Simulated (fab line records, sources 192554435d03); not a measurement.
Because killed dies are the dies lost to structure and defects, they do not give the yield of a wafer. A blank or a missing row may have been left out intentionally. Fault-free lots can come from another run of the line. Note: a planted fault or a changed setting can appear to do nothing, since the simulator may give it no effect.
Chamber matching -- flow n5Finfet -- 4 sister chambers for N5_BEOL_M11_ETCH_66 on rieDiel-04
The step etches SOC in N2/H2, target depth 120 nm, overetch 24 nm, time 180 s. 4 wafers are shown with their chamber, then 10 later ones without.

## WAFERS, EACH WITH ITS CHAMBER
wafer,chamber,drypumpMotorCurrentA (A)
L088.1,0,5.7
L088.2,1,6.0
L087.3,2,5.8
L087.4,3,5.5

## WAFERS WITH NO CHAMBER GIVEN
wafer,drypumpMotorCurrentA (A)
L087.5,5.7
L091.1,5.7
L091.4,6.0
L091.5,5.7
L094.1,5.9
L094.2,5.5
L094.4,5.7
L096.1,5.5
L096.3,5.8
L096.5,5.7

## WHICH CHAMBER EACH WENT THROUGH
wafer,from the rows above,in truth
L087.5,0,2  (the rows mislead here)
L091.1,0,0
L091.4,1,1
L091.5,0,0
L094.1,can't be placed: 1 or 2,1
L094.2,3,3
L094.4,0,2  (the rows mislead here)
L096.1,3,3
L096.3,2,2
L096.5,0,0
Correct placement for 7 of the 10. Not placeable from these rows: 1 (in 1, the candidates include the true chamber). Wrongly placed: 2.
How it was worked out, from the rows above alone: a wafer's distance from a chamber is the root of the sum, over the readings, of the square of ((its reading less the chamber's mean) divided by the reading's scatter). If the next closest chamber is less than 2 further off than the closest, the wafer can't be placed; otherwise it belongs to the closest. For every chamber, the mean is computed from those of its wafers that are shown. The scatter: with one shown wafer a chamber, the root of the mean of the squares of how far each hidden wafer lies from its nearest shown one.
